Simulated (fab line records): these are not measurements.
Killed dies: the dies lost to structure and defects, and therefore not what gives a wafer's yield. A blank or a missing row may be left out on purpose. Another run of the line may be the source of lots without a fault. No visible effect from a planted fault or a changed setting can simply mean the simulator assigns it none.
The tool behind it: which one? | flow n5Finfet | 11 lots with 33 wafers sampled at 4 steps, on a route of 1938 steps

## WHAT EACH GAUGE READ, for each wafer
N5_BEOL_M5_CD_MEAS_11: the cd target is 27.74 nm. Usual: cdNm reads 28.03 nm (standard deviation 0.23).
lot  | measured     | on       | cdNm (nm)         | flag
L786 | day 9 08:41  | cdSem-03 | 28.21 27.89 28.32 | 
L789 | day 9 17:02  | cdSem-01 | 28.39 28.23 28.19 | 
L790 | day 10 09:03 | cdSem-03 | 27.84 28.29 28.04 | 
L792 | day 10 15:14 | cdSem-01 | 27.96 28.23 28.06 | 
L795 | day 11 13:27 | cdSem-01 | 27.91 28.09 28.20 | 
L796 | day 11 20:02 | cdSem-01 | 27.81 28.28 27.91 | 
L797 | day 12 05:32 | cdSem-03 | 28.19 27.98 28.22 | 
L802 | day 13 04:42 | cdSem-03 | 28.25 28.48 28.39 | 
L806 | day 14 05:22 | cdSem-02 | 28.07 28.16 27.92 | 
L808 | day 14 20:03 | cdSem-02 | 28.10 27.96 28.25 | 
L809 | day 15 09:01 | cdSem-01 | 28.03 27.92 27.77 | 

N5_BEOL_M5_CD_MEAS_18: pitch 56 nm, target cd 28 nm. Usual: cdNm reads 28.03 nm (standard deviation 0.3).
lot  | measured     | on       | cdNm (nm)         | flag
L786 | day 9 09:20  | cdSem-01 | 27.77 28.08 28.31 | 
L789 | day 9 17:50  | cdSem-03 | 27.95 27.83 27.91 | 
L790 | day 10 09:56 | cdSem-01 | 28.16 27.90 28.09 | 
L792 | day 10 16:26 | cdSem-03 | 28.24 28.26 28.00 | 
L795 | day 11 14:00 | cdSem-03 | 28.62 28.46 28.50 | 
L796 | day 11 20:40 | cdSem-01 | 27.98 27.89 27.71 | 
L797 | day 12 06:05 | cdSem-03 | 28.37 27.90 28.57 | 
L802 | day 13 05:15 | cdSem-02 | 28.24 28.25 27.98 | 
L806 | day 14 05:55 | cdSem-02 | 27.80 27.98 27.78 | 
L808 | day 14 20:40 | cdSem-01 | 28.29 28.42 27.59 | 
L809 | day 15 09:37 | cdSem-03 | 28.11 28.24 28.05 | 

## WHAT TOOL EACH LOT RAN ON (gives the tool, then ch and the chambers of the sampled wafers, and finally the start)
lot  | N5_BEOL_M4_SPUTTER_94       | N5_BEOL_M5_ETCH_72
L786 | pvdSputter-02, day 9 04:59  | rieDiel-01 ch 0,3, day 9 08:50
L789 | pvdSputter-02, day 9 10:43  | rieDiel-01 ch 1,2,3, day 9 17:26
L790 | pvdSputter-01, day 10 04:26 | rieDiel-06 ch 0,2,3, day 10 09:32
L792 | pvdSputter-01, day 10 11:47 | rieDiel-01 ch 0,3, day 10 16:00
L795 | pvdSputter-02, day 11 07:50 | rieDiel-06 ch 0,2,3, day 11 13:36
L796 | pvdSputter-01, day 11 15:37 | rieDiel-01 ch 1,2, day 11 20:11
L797 | pvdSputter-03, day 11 23:13 | rieDiel-01 ch 0,1, day 12 05:41
L802 | pvdSputter-03, day 13 00:18 | rieDiel-01 ch 1,2,3, day 13 04:52
L806 | pvdSputter-01, day 14 02:00 | rieDiel-06 ch 0,1,2, day 14 05:32
L808 | pvdSputter-01, day 14 14:20 | rieDiel-04 ch 0,1,2, day 14 20:13
L809 | pvdSputter-01, day 15 04:52 | rieDiel-06 ch 0,2, day 15 09:11
- N5_BEOL_M4_SPUTTER_94: material Cu, target thk 4.5 nm, time 8.29 s.
- N5_BEOL_M5_ETCH_72: etches underlayer in N2/H2, target depth 6.5 nm, time 5.2 s.

## WHAT THE TOOLS THEMSELVES READ (means of the sampled wafers that have a number; where no wafer has one, the mark that the record gives instead)
N5_BEOL_M4_SPUTTER_94. Usual: throttleValvePct reads 30.3 % (standard deviation 0.85).
lot  | tool          | throttleValvePct (%) | flag
L786 | pvdSputter-02 | 29.4                 | 
L789 | pvdSputter-02 | 29.5                 | 
L790 | pvdSputter-01 | 30.7                 | 
L792 | pvdSputter-01 | 30.5                 | 
L795 | pvdSputter-02 | 29.7                 | 
L796 | pvdSputter-01 | 30.7                 | 
L797 | pvdSputter-03 | 31.2                 | 
L802 | pvdSputter-03 | 31.8                 | 
L806 | pvdSputter-01 | 30.3                 | 
L808 | pvdSputter-01 | 30.3                 | 
L809 | pvdSputter-01 | 30.4                 | 

N5_BEOL_M5_ETCH_72. Usual: for biasW, 149.9 W with a standard deviation of 0.44; for drypumpMotorCurrentA, 5.7 A with a standard deviation of 0.67; for etchRfOnTimeS, 5.17 s with a standard deviation of 0.09; for oesProductAu, 0.69 a.u. with a standard deviation of 0.061; for rfVppV, 523.6 V with a standard deviation of 2.5; for showerheadPlenumPTorr, 2.53 Torr with a standard deviation of 0.076; for throttleValvePct, 17.83 % with a standard deviation of 0.21.
lot  | tool       | biasW (W) | drypumpMotorCurrentA (A) | etchRfOnTimeS (s) | oesProductAu (a.u.) | rfVppV (V) | showerheadPlenumPTorr (Torr) | throttleValvePct (%) | flag
L786 | rieDiel-01 | 149.7     | 5.4                      | 5.08              | 0.77                | 523.6      | 2.52                         | 17.52                | 
L789 | rieDiel-01 | 150.3     | 5.7                      | 5.14              | 0.71                | 524.1      | 2.50                         | 17.69                | 
L790 | rieDiel-06 | 150.4     | 6.0                      | 5.19              | 0.71                | 524.3      | 2.54                         | 17.95                | 
L792 | rieDiel-01 | 149.4     | 5.4                      | 5.17              | 0.72                | 523.8      | 2.55                         | 17.64                | 
L795 | rieDiel-06 | 149.8     | 6.0                      | 5.23              | 0.69                | 523.5      | 2.53                         | 17.97                | 
L796 | rieDiel-01 | 150.1     | 6.2                      | 5.18              | 0.66                | 523.0      | 2.52                         | 17.86                | 
L797 | rieDiel-01 | 150.2     | 6.4                      | 5.28              | 0.67                | 524.1      | 2.56                         | 17.81                | 
L802 | rieDiel-01 | 164.4     | 5.7                      | 4.94              | 0.70                | 550.8      | 2.49                         | 17.76                | OFF
L806 | rieDiel-06 | 150.0     | 5.9                      | 5.17              | 0.68                | 524.0      | 2.55                         | 17.88                | 
L808 | rieDiel-04 | 150.0     | 5.8                      | 5.19              | 0.66                | 525.3      | 2.59                         | 17.93                | 
L809 | rieDiel-06 | 149.6     | 6.5                      | 5.07              | 0.72                | 526.4      | 2.58                         | 17.89                | 

## THE ANSWER, worked out from the rows above alone
Rule: a lot counts as off when the mean over its wafers that have a number is more than 3 standard deviations away from the usual mean. Also off: a lot with no number at a reading for which 4 or more lots have one. Any other lot the step has rows for is counted as sound. After the gauges, taken in route order, come the tools' own readings; for these a lot's mean is taken, as printed above. At the first step where some lot is off, the reading lying furthest off is the one used; lots without a number count as furthest.
Off: L802, at N5_BEOL_M5_ETCH_72 (biasW).
A tool fits if, at that step or a process step before it, it ran every lot that is off, and no sound lot after the first of them. 2 tools fit, pvdSputter-03 at N5_BEOL_M4_SPUTTER_94 and rieDiel-01 at N5_BEOL_M5_ETCH_72, so this cannot tell which one it is.

## WHAT HAD BEEN PUT IN BY THE SIMULATOR
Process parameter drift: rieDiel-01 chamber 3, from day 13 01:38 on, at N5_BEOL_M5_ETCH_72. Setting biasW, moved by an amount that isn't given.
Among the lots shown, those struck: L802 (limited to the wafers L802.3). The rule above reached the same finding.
